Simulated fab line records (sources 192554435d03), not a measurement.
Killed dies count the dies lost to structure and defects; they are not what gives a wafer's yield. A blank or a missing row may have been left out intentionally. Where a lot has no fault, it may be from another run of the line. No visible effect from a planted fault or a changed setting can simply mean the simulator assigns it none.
What tool caused it?    flow n5 finfet    24 lots, 72 wafers sampled, at 5 steps of a route of 1938

WHAT EACH GAUGE READ, for each wafer
N5_BEOL_M4_OCD_MEAS_38. Usual: trench depth nm at 55.2 nm, with a standard deviation of 1.2.
lot   measured      on      trench depth nm (nm)  flag
L076  day 8 02:41   ocd-02  55.2 55.9 53.9        
L074  day 8 01:51   ocd-02  56.0 56.1 54.3        
L075  day 8 01:50   ocd-02  54.5 55.3 55.3        
L077  day 8 18:48   ocd-02  52.9 55.6 54.6        
L078  day 8 22:24   ocd-02  52.6 55.3 56.9        
L079  day 8 22:22   ocd-01  55.1 54.8 54.5        
L080  day 9 07:10   ocd-02  55.6 56.3 54.2        
L081  day 9 17:47   ocd-02  52.7 55.0 56.7        
L082  day 9 18:01   ocd-02  55.7 56.6 54.6        
L083  day 10 01:26  ocd-02  55.1 54.9 55.5        
L084  day 10 01:19  ocd-02  55.7 54.4 55.8        
L085  day 10 19:23  ocd-02  56.8 54.5 56.5        
L086  day 11 01:10  ocd-01  53.7 54.4 54.5        
L087  day 11 08:17  ocd-02  52.3 55.9 56.1        
L088  day 11 08:17  ocd-01  56.0 56.7 54.3        
L089  day 11 19:12  ocd-01  55.0 56.1 55.1        
L090  day 12 06:04  ocd-01  53.5 55.3 55.9        
L091  day 12 11:24  ocd-02  54.4 56.4 54.6        
L092  day 12 15:59  ocd-02  55.2 57.1 54.9        
L093  day 12 15:51  ocd-01  54.7 53.9 56.7        
L094  day 12 19:35  ocd-02  54.0 56.1 54.3        
L095  day 13 14:51  ocd-02  55.1 54.9 54.9        
L096  day 13 18:52  ocd-01  52.9 55.5 54.7        
L097  day 13 14:50  ocd-01  54.0 53.7 54.2        

N5_BEOL_M4_CD_MEAS_35: target cd 18 nm, target cd y 22.4 nm. Usual: cd nm at 18.1 nm, with a standard deviation of 0.41.
lot   measured      on         cd nm (nm)      flag
L076  day 8 02:50   cd sem-03  18.7 18.8 18.1  
L074  day 8 02:01   cd sem-03  18.4 18.4 18.8  
L075  day 8 01:59   cd sem-03  18.3 17.6 18.2  
L077  day 8 18:58   cd sem-01  18.2 17.6 17.6  
L078  day 8 22:33   cd sem-02  17.8 18.0 17.8  
L079  day 8 22:31   cd sem-03  18.0 18.1 17.6  
L080  day 9 07:19   cd sem-02  18.0 18.2 17.9  
L081  day 9 17:56   cd sem-03  17.8 18.0 18.9  
L082  day 9 18:10   cd sem-02  17.8 16.8 17.9  
L083  day 10 01:36  cd sem-03  17.8 18.1 17.5  
L084  day 10 01:28  cd sem-01  18.3 18.2 18.1  
L085  day 10 19:32  cd sem-02  17.8 17.7 17.4  
L086  day 11 01:19  cd sem-02  18.7 18.4 18.1  
L087  day 11 08:26  cd sem-03  18.1 17.3 17.7  
L088  day 11 08:27  cd sem-02  18.4 18.3 18.4  
L089  day 11 19:21  cd sem-02  18.7 18.2 18.8  
L090  day 12 06:15  cd sem-01  18.4 18.0 18.4  
L091  day 12 11:34  cd sem-03  17.6 18.0 18.3  
L092  day 12 16:14  cd sem-02  18.3 17.8 17.9  
L093  day 12 16:00  cd sem-02  18.7 18.5 18.1  
L094  day 12 19:44  cd sem-02  18.6 18.0 18.7  
L095  day 13 15:00  cd sem-03  16.8 17.9 17.8  
L096  day 13 19:01  cd sem-02  18.1 18.1 17.7  
L097  day 13 14:59  cd sem-01  18.8 18.3 18.2  

WHICH TOOL RAN EACH LOT (tool, then ch and the chambers of the sampled wafers, then the start)
lot   N5_BEOL_M4_STRIP_66                 N5_BEOL_M4_ETCH_70                  N5_BEOL_M4_STRIP_36
L076  rie diel-04 ch 1,3, day 7 15:55     rie diel-05 ch 1,2, day 8 02:19     rie diel-05 ch 1,2, day 8 02:29
L074  rie diel-05 ch 0,1,3, day 7 18:52   rie diel-04 ch 0,1, day 8 01:29     rie diel-04 ch 0,1, day 8 01:40
L075  rie diel-04 ch 0,1, day 7 19:50     rie diel-01 ch 1,3, day 8 01:29     rie diel-01 ch 1,3, day 8 01:38
L077  rie diel-04 ch 0,1,2, day 8 06:02   rie diel-04 ch 0,1,2, day 8 18:26   rie diel-04 ch 0,1,2, day 8 18:37
L078  rie diel-04 ch 0,1,2, day 8 13:13   rie diel-05 ch 0,1,3, day 8 22:02   rie diel-05 ch 0,1,3, day 8 22:12
L079  rie diel-05 ch 0,2, day 8 16:10     rie diel-01 ch 0,1,3, day 8 22:00   rie diel-01 ch 0,1,3, day 8 22:10
L080  rie diel-05 ch 0,1,2, day 9 03:45   rie diel-04 ch 0,2, day 9 06:48     rie diel-04 ch 0,2, day 9 06:58
L081  rie diel-01 ch 0,2, day 9 13:49     rie diel-05 ch 0,1,3, day 9 17:25   rie diel-05 ch 0,1,3, day 9 17:35
L082  rie diel-01 ch 0,1,2, day 9 14:07   rie diel-01 ch 0,1,2, day 9 17:40   rie diel-01 ch 0,1,2, day 9 17:49
L083  rie diel-05 ch 0,2,3, day 9 22:24   rie diel-04 ch 0,1, day 10 01:05    rie diel-04 ch 0,1, day 10 01:15
L084  rie diel-04 ch 0,1, day 9 22:58     rie diel-01 ch 0,1,3, day 10 00:58  rie diel-01 ch 0,1,3, day 10 01:08
L085  rie diel-04 ch 0,1, day 10 09:51    rie diel-01 ch 2,3, day 10 19:02    rie diel-01 ch 2,3, day 10 19:12
L086  rie diel-04 ch 1,2,3, day 10 17:56  rie diel-01 ch 1,3, day 11 00:48    rie diel-01 ch 1,3, day 11 00:58
L087  rie diel-04 ch 1,2,3, day 11 03:35  rie diel-05 ch 1,3, day 11 07:56    rie diel-05 ch 1,3, day 11 08:05
L088  rie diel-04 ch 0,3, day 11 05:08    rie diel-01 ch 1,2, day 11 07:56    rie diel-01 ch 1,2, day 11 08:06
L089  rie diel-01 ch 0,1,2, day 11 15:19  rie diel-01 ch 0,2,3, day 11 18:50  rie diel-01 ch 0,2,3, day 11 19:01
L090  rie diel-04 ch 1,3, day 11 16:55    rie diel-05 ch 1,2, day 12 05:43    rie diel-05 ch 1,2, day 12 05:53
L091  rie diel-05 ch 1,2, day 11 17:16    rie diel-04 ch 1,3, day 12 11:02    rie diel-04 ch 1,3, day 12 11:13
L092  rie diel-05 ch 0,1,2, day 12 07:52  rie diel-04 ch 1,2,3, day 12 15:37  rie diel-04 ch 1,2,3, day 12 15:47
L093  rie diel-05 ch 0,1, day 12 10:46    rie diel-01 ch 0,2,3, day 12 15:29  rie diel-01 ch 0,2,3, day 12 15:39
L094  rie diel-05 ch 0,1, day 12 12:25    rie diel-01 ch 1,2,3, day 12 19:13  rie diel-01 ch 1,2,3, day 12 19:23
L095  rie diel-04 ch 1,3, day 12 20:50    rie diel-04 ch 0,1, day 13 14:29    rie diel-04 ch 0,1, day 13 14:40
L096  rie diel-04 ch 0,1,3, day 13 09:18  rie diel-05 ch 0,1,2, day 13 18:30  rie diel-05 ch 0,1,2, day 13 18:40
L097  rie diel-05 ch 1,2, day 13 10:52    rie diel-01 ch 0,1, day 13 14:28    rie diel-01 ch 0,1, day 13 14:38
- N5_BEOL_M4_STRIP_66: strips in CF4.
- N5_BEOL_M4_ETCH_70: etches SOC in N2/H2, target depth 80 nm, overetch 24 nm, time 130 s.
- N5_BEOL_M4_STRIP_36: strips in N2/H2.

AS READ BY THE TOOLS THEMSELVES (means over the sampled wafers that have a number; for cases with no such wafer, the mark the record gives instead)
N5_BEOL_M4_STRIP_66. Usual: drypump motor current A 5.5 A, standard deviation 0.37; oes product au 0.80 a.u., standard deviation 0.094; rf vpp V 270.9 V, standard deviation 1.9; showerhead plenum p Torr 1.78 Torr, standard deviation 0.068; throttle valve pct 13.5 %, standard deviation 0.34.
lot   tool         drypump motor current A (A)  oes product au (a.u.)  rf vpp V (V)  showerhead plenum p Torr (Torr)  throttle valve pct (%)  flag
L076  rie diel-04  5.4                          0.68                   268.8         1.73                             13.7                    
L074  rie diel-05  5.1                          0.73                   270.2         1.78                             13.7                    
L075  rie diel-04  5.7                          0.78                   270.3         1.72                             13.5                    
L077  rie diel-04  5.8                          0.77                   271.0         1.78                             13.6                    
L078  rie diel-04  5.8                          0.76                   271.1         1.78                             13.6                    
L079  rie diel-05  5.4                          0.75                   268.3         1.69                             13.9                    
L080  rie diel-05  5.4                          0.75                   269.2         1.71                             13.7                    
L081  rie diel-01  5.8                          0.86                   270.0         1.78                             13.4                    
L082  rie diel-01  5.5                          0.81                   270.4         1.79                             13.5                    
L083  rie diel-05  5.2                          0.71                   269.5         1.75                             13.9                    
L084  rie diel-04  5.9                          0.91                   272.4         1.83                             13.1                    
L085  rie diel-04  5.7                          0.93                   273.0         1.85                             13.2                    
L086  rie diel-04  5.4                          0.93                   273.1         1.84                             13.2                    
L087  rie diel-04  5.4                          0.91                   272.1         1.84                             13.2                    
L088  rie diel-04  5.4                          0.86                   272.8         1.81                             13.1                    
L089  rie diel-01  5.5                          0.79                   270.9         1.78                             13.5                    
L090  rie diel-04  5.4                          0.90                   272.7         1.86                             13.1                    
L091  rie diel-05  5.7                          0.76                   268.4         1.68                             13.8                    
L092  rie diel-05  5.4                          0.73                   269.1         1.71                             13.8                    
L093  rie diel-05  5.3                          0.74                   269.5         1.73                             13.6                    
L094  rie diel-05  5.4                          0.74                   269.9         1.73                             13.6                    
L095  rie diel-04  5.3                          0.86                   272.4         1.83                             13.1                    
L096  rie diel-04  5.5                          0.85                   273.5         1.83                             13.1                    
L097  rie diel-05  5.6                          0.75                   270.1         1.70                             13.6                    

N5_BEOL_M4_ETCH_70. Usual: drypump motor current A 5.6 A, standard deviation 0.36; h2 flow sccm 200.0 sccm, standard deviation 0.58; oes product au 0.58 a.u., standard deviation 0.061; rf vpp V 523.7 V, standard deviation 2.7; showerhead plenum p Torr 2.53 Torr, standard deviation 0.091; throttle valve pct 17.78 %, standard deviation 0.27.
lot   tool         drypump motor current A (A)  h2 flow sccm (sccm)  oes product au (a.u.)  rf vpp V (V)  showerhead plenum p Torr (Torr)  throttle valve pct (%)  flag
L076  rie diel-05  5.7                          199.8                0.58                   518.9         2.40                             18.09                   
L074  rie diel-04  5.9                          199.4                0.63                   523.6         2.54                             17.63                   
L075  rie diel-01  5.5                          200.1                0.54                   524.3         2.57                             17.91                   
L077  rie diel-04  5.8                          200.1                0.56                   524.1         2.53                             17.82                   
L078  rie diel-05  5.2                          199.9                0.54                   522.9         2.50                             17.80                   
L079  rie diel-01  5.7                          200.9                0.58                   523.9         2.55                             17.79                   
L080  rie diel-04  5.9                          200.5                0.62                   525.8         2.59                             17.63                   
L081  rie diel-05  5.2                          199.8                0.54                   522.2         2.50                             17.81                   
L082  rie diel-01  5.5                          199.4                0.60                   524.1         2.52                             17.65                   
L083  rie diel-04  5.9                          200.8                0.68                   526.5         2.64                             17.54                   
L084  rie diel-01  5.7                          199.8                0.57                   524.3         2.54                             17.81                   
L085  rie diel-01  5.6                          200.2                0.57                   524.5         2.58                             17.72                   
L086  rie diel-01  5.4                          199.5                0.53                   524.1         2.56                             17.95                   
L087  rie diel-05  5.2                          200.4                0.53                   524.6         2.55                             17.73                   
L088  rie diel-01  5.3                          199.8                0.57                   524.5         2.54                             17.69                   
L089  rie diel-01  5.8                          199.7                0.58                   523.8         2.54                             17.73                   
L090  rie diel-05  5.7                          199.8                0.56                   519.0         2.38                             18.15                   
L091  rie diel-04  5.4                          199.8                0.66                   527.7         2.68                             17.62                   
L092  rie diel-04  5.4                          199.2                0.65                   526.0         2.63                             17.60                   
L093  rie diel-01  5.8                          199.9                0.58                   523.7         2.54                             17.73                   
L094  rie diel-01  5.5                          199.8                0.55                   524.4         2.56                             17.85                   
L095  rie diel-04  5.9                          200.3                0.63                   525.3         2.63                             17.60                   
L096  rie diel-05  5.4                          200.2                0.53                   519.9         2.40                             18.09                   
L097  rie diel-01  5.7                          200.2                0.59                   522.4         2.47                             17.71                   

N5_BEOL_M4_STRIP_36. Usual: drypump motor current A 5.6 A, standard deviation 0.37; h2 flow sccm 200.0 sccm, standard deviation 0.62; oes product au 0.79 a.u., standard deviation 0.087; rf vpp V 59.1 V, standard deviation 1.6; showerhead plenum p Torr 2.53 Torr, standard deviation 0.091; throttle valve pct 23.6 %, standard deviation 0.31.
lot   tool         drypump motor current A (A)  h2 flow sccm (sccm)  oes product au (a.u.)  rf vpp V (V)  showerhead plenum p Torr (Torr)  throttle valve pct (%)  flag
L076  rie diel-05  5.7                          200.2                0.77                   58.8          2.39                             24.1                    
L074  rie diel-04  5.9                          200.4                0.87                   60.4          2.54                             23.4                    
L075  rie diel-01  5.4                          199.9                0.75                   60.6          2.57                             23.7                    
L077  rie diel-04  5.8                          200.1                0.78                   58.5          2.53                             23.5                    
L078  rie diel-05  5.1                          200.4                0.74                   60.0          2.50                             23.6                    
L079  rie diel-01  5.7                          200.7                0.80                   61.1          2.54                             23.6                    
L080  rie diel-04  5.9                          200.2                0.84                   58.1          2.58                             23.3                    
L081  rie diel-05  5.2                          199.8                0.73                   58.9          2.50                             23.6                    
L082  rie diel-01  5.5                          199.6                0.83                   58.3          2.51                             23.5                    
L083  rie diel-04  5.9                          200.8                0.92                   60.4          2.64                             23.4                    
L084  rie diel-01  5.7                          199.7                0.78                   57.4          2.54                             23.6                    
L085  rie diel-01  5.6                          199.2                0.77                   59.0          2.57                             23.5                    
L086  rie diel-01  5.4                          199.6                0.73                   58.4          2.55                             23.7                    
L087  rie diel-05  5.2                          200.3                0.71                   59.7          2.55                             23.4                    
L088  rie diel-01  5.3                          200.0                0.79                   59.4          2.54                             23.4                    
L089  rie diel-01  5.8                          200.1                0.79                   57.9          2.54                             23.5                    
L090  rie diel-05  5.7                          199.6                0.75                   58.2          2.38                             24.1                    
L091  rie diel-04  5.4                          200.4                0.91                   59.9          2.68                             23.5                    
L092  rie diel-04  5.5                          200.3                0.89                   60.0          2.63                             23.5                    
L093  rie diel-01  5.8                          199.7                0.78                   58.3          2.54                             23.5                    
L094  rie diel-01  5.5                          200.2                0.74                   58.8          2.56                             23.6                    
L095  rie diel-04  5.9                          199.8                0.87                   61.1          2.62                             23.4                    
L096  rie diel-05  5.4                          200.1                0.72                   58.5          2.40                             24.0                    
L097  rie diel-01  5.7                          199.8                0.82                   59.5          2.47                             23.5                    

THE ANSWER, worked out from the rows above alone
Rule: a lot counts as off when the mean over its wafers that have a number is more than 3 standard deviations away from the usual mean. Also off: a lot with no number at a reading for which 4 or more lots have one. Where the step has rows for the other lots, those lots are counted as sound. First the gauges in route order, then the tools' own readings, where a lot's mean is used as printed above. At the first step where some lot is off, the reading lying furthest off is the one used; lots without a number count as furthest.
No lot is off on any of the readings shown, so nothing can be concluded from this.

WHAT THE SIMULATOR HAD PUT IN
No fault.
